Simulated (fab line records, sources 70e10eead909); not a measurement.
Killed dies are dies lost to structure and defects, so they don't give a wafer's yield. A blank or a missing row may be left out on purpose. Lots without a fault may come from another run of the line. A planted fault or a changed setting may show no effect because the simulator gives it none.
Chamber matching | flow nand_harc | NHARC_A_M1_DEP_33 on pecvd-03: 3 sister chambers
The step deposits SiCN, target thk 30 nm. 3 wafers are shown with their chamber, then 7 later ones without.

WAFERS WITH THEIR CHAMBER
wafer  | chamber | heater_power_outer_w (W)
L330.6 | 0       | 261
L337.1 | 2       | 298
L337.2 | 1       | 360

WAFERS WITHOUT THEIR CHAMBER
wafer  | heater_power_outer_w (W)
L337.6 | 362
L340.3 | 269
L340.4 | 347
L340.5 | 331
L343.2 | 306
L343.3 | 355
L343.4 | 274

WHICH CHAMBER EACH WENT THROUGH
wafer  | from the rows above     | in truth
L337.6 | 1                       | 1
L340.3 | can't be placed: 0 or 2 | 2
L340.4 | 1                       | 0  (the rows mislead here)
L340.5 | can't be placed: 1 or 2 | 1
L343.2 | 2                       | 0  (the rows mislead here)
L343.3 | 1                       | 1
L343.4 | can't be placed: 0 or 2 | 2
Placed correctly: 2 of 7. Can't be placed from these rows: 3 (the true chamber is among the candidates in 3). Placed wrongly: 2.
How it was worked out, from the rows above alone: a wafer's distance from a chamber is the root of the sum, over the readings, of the square of ((its reading less the chamber's mean) divided by the reading's scatter). The wafer belongs to the nearest chamber; if the next one is less than 2 further off, it can't be placed. A chamber's mean is the mean of its shown wafers. The scatter: with one shown wafer a chamber, the root of the mean of the squares of how far each hidden wafer lies from its nearest shown one.
